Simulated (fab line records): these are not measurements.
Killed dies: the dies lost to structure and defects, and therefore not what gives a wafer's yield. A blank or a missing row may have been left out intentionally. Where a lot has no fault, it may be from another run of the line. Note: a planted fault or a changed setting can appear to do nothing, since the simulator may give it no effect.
Which of the tools did it? -- flow n5-finfet -- 24 lots with 72 wafers sampled at 3 steps, on a route of 1938 steps

== WHAT THE GAUGES SHOWED, per wafer ==
N5_BEOL_M11_INSPECT_58: inspects for defects (darkfield).
lot,measured,on,raw-defect-count
L074,day 10 18:58,defect-inspect-01,55 61 92
L075,day 11 03:20,defect-inspect-02,67 74 53
L077,day 11 06:53,defect-inspect-02,63 44 78
L076,day 11 10:29,defect-inspect-01,49 54 45
L079,day 12 15:19,defect-inspect-01,89 56 72
L078,day 12 15:42,defect-inspect-01,95 65 77
L082,day 12 21:02,defect-inspect-01,127 99 71
L080,day 12 22:14,defect-inspect-01,67 85 75
L081,day 13 04:50,defect-inspect-01,112 90 93
L085,day 13 15:22,defect-inspect-02,65 46 60
L083,day 13 18:24,defect-inspect-01,59 93 91
L087,day 13 23:28,defect-inspect-02,96 115 141
L086,day 14 02:51,defect-inspect-01,72 59 140
L084,day 14 04:08,defect-inspect-01,37 43 61
L088,day 14 09:03,defect-inspect-02,58 74 64
L089,day 14 13:19,defect-inspect-01,38 83 62
L090,day 15 10:01,defect-inspect-01,57 61 64
L091,day 15 16:59,defect-inspect-01,41 62 46
L092,day 15 17:17,defect-inspect-01,65 74 79
L093,day 16 01:08,defect-inspect-01,67 58 42
L094,day 16 12:01,defect-inspect-01,104 48 96
L097,day 16 20:31,defect-inspect-02,68 66 47
L095,day 16 23:52,defect-inspect-01,61 26 33
L096,day 17 00:11,defect-inspect-02,38 73 54

N5_BEOL_M13_OVL_MEAS_11.
lot,measured,on,V12_OVL (nm)
L074,day 11 00:53,overlay-01,7 1 6
L075,day 11 09:08,overlay-01,-1 -9 -16
L077,day 11 12:14,overlay-02,3 -7 -5
L076,day 11 20:51,overlay-02,-9 -4 -15
L079,day 12 19:40,overlay-02,-6 -15 -6
L078,day 12 22:25,overlay-01,3 0 11
L082,day 13 01:43,overlay-02,2 1 2
L080,day 13 06:51,overlay-02,-7 2 -1
L081,day 13 13:34,overlay-02,2 8 2
L085,day 13 22:08,overlay-01,-9 -9 -13
L083,day 14 00:39,overlay-02,-1 0 -8
L087,day 14 06:02,overlay-01,7 13 5
L086,day 14 08:40,overlay-02,7 2 4
L084,day 14 09:14,overlay-01,-12 -5 -5
L088,day 14 15:44,overlay-02,-5 -2 -7
L089,day 14 19:33,overlay-01,5 2 8
L090,day 15 16:32,overlay-02,0 7 1
L091,day 15 21:47,overlay-02,-2 12 3
L092,day 15 22:04,overlay-02,-7 -8 -10
L093,day 16 08:07,overlay-02,1 -8 3
L094,day 16 16:58,overlay-01,-4 -3 -2
L097,day 17 01:25,overlay-02,-8 4 0
L095,day 17 05:08,overlay-02,7 -8 -1
L096,day 17 08:14,overlay-01,0 -9 -6

== WHICH TOOL RAN EACH LOT (tool, then ch and the chambers of the sampled wafers, then the start) ==
lot,N5_BEOL_M12_PRE_CLEAN_42
L074,"pvd-sputter-02, day 10 23:01"
L075,"pvd-sputter-01, day 11 06:31"
L077,"pvd-sputter-02, day 11 10:22"
L076,"pvd-sputter-01, day 11 19:00"
L079,"pvd-sputter-02, day 12 17:49"
L078,"pvd-sputter-01, day 12 20:34"
L082,"pvd-sputter-01, day 12 23:52"
L080,"pvd-sputter-03, day 13 05:00"
L081,"pvd-sputter-01, day 13 11:43"
L085,"pvd-sputter-02, day 13 20:13"
L083,"pvd-sputter-03, day 13 22:37"
L087,"pvd-sputter-01, day 14 03:36"
L086,"pvd-sputter-01, day 14 06:48"
L084,"pvd-sputter-01, day 14 07:19"
L088,"pvd-sputter-01, day 14 13:46"
L089,"pvd-sputter-03, day 14 17:38"
L090,"pvd-sputter-02, day 15 14:35"
L091,"pvd-sputter-02, day 15 20:01"
L092,"pvd-sputter-02, day 15 20:20"
L093,"pvd-sputter-01, day 16 05:43"
L094,"pvd-sputter-01, day 16 15:07"
L097,"pvd-sputter-01, day 16 23:36"
L095,"pvd-sputter-03, day 17 03:14"
L096,"pvd-sputter-01, day 17 06:10"
- N5_BEOL_M12_PRE_CLEAN_42: time 30 s.

== WHAT THE TOOLS THEMSELVES READ (means of the sampled wafers that have a number; where no wafer has one, the mark that the record gives instead) ==
N5_BEOL_M12_PRE_CLEAN_42.
lot,tool,heater-power-w (W),susceptor-temp-C (C)
L074,pvd-sputter-02,367,249.93
L075,pvd-sputter-01,345,249.99
L077,pvd-sputter-02,295,250.20
L076,pvd-sputter-01,346,250.16
L079,pvd-sputter-02,325,249.86
L078,pvd-sputter-01,346,249.93
L082,pvd-sputter-01,359,250.02
L080,pvd-sputter-03,327,249.90
L081,pvd-sputter-01,367,249.82
L085,pvd-sputter-02,329,250.23
L083,pvd-sputter-03,317,250.05
L087,pvd-sputter-01,346,250.02
L086,pvd-sputter-01,351,250.07
L084,pvd-sputter-01,370,250.04
L088,pvd-sputter-01,347,249.96
L089,pvd-sputter-03,315,250.01
L090,pvd-sputter-02,364,249.88
L091,pvd-sputter-02,323,249.93
L092,pvd-sputter-02,360,250.00
L093,pvd-sputter-01,362,250.08
L094,pvd-sputter-01,353,249.99
L097,pvd-sputter-01,346,250.04
L095,pvd-sputter-03,340,249.92
L096,pvd-sputter-01,356,250.06

== THE ANSWER, worked out from the rows above alone ==
Rule: what is usual is taken from the lots themselves. Put in order of their means at a reading, lots are off if they are a third of the lots or fewer, leave a main group of 4 or more, and stand apart from it by a gap of 3 or more times the standard deviation of the main group's means; of several such gaps the widest counts. A main group whose means are all the same, to the digits that the tables above print for the reading, isn't used. Also off: a lot with no number at a reading for which 4 or more lots have one. The other lots that the step has rows for count as sound. First the gauges in route order, then the tools' own readings, where a lot's mean is used as printed above. The first step at which some lot is off is used, and at that step the reading that is off furthest; a lot without a number counts as furthest.
Nothing can be told from this: no lot is off at any reading shown.

== WHAT THE SIMULATOR PUT IN ==
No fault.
